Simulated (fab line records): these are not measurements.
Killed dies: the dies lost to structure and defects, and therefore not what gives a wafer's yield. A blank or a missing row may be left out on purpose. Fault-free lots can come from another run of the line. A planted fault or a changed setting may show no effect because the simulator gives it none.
Matching of chambers | flow n5 finfet | N5_BEOL_M9_ALD_74 on ald metal-04: 4 sister chambers
The step deposits TaN, target thk 2 nm, pulse time 2 s, purge time 3 s. 4 wafers are shown with their chamber, then 10 later ones without.

## WAFERS, EACH WITH ITS CHAMBER
wafer  | chamber | heater power w (W)
L086.4 | 3       | 503
L086.5 | 0       | 432
L087.2 | 2       | 363
L087.3 | 1       | 394

## WAFERS WITHOUT THEIR CHAMBER
wafer  | heater power w (W)
L087.5 | 388
L088.2 | 426
L088.4 | 502
L088.6 | 365
L092.3 | 361
L092.4 | 512
L092.5 | 502
L096.2 | 359
L096.3 | 407
L096.6 | 425

## WHICH CHAMBER EACH WENT THROUGH
wafer  | from the rows above     | in truth
L087.5 | 1                       | 1
L088.2 | 0                       | 0
L088.4 | 3                       | 3
L088.6 | 2                       | 2
L092.3 | 2                       | 2
L092.4 | 3                       | 3
L092.5 | 3                       | 3
L096.2 | 2                       | 2
L096.3 | can't be placed: 1 or 0 | 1
L096.6 | 0                       | 0
Placed correctly: 9 of 10. Cannot be placed on the basis of these rows: 1; the candidates contain the true chamber in 1. Wrongly placed: 0.
How it was worked out, from the rows above alone: a wafer's distance from a chamber is the root of the sum, over the readings, of the square of ((its reading less the chamber's mean) divided by the reading's scatter). If the next closest chamber is less than 2 further off than the closest, the wafer can't be placed; otherwise it belongs to the closest. For every chamber, the mean is computed from those of its wafers that are shown. The scatter: root of mean squared gap, hidden wafer to nearest shown wafer, with one shown wafer a chamber.
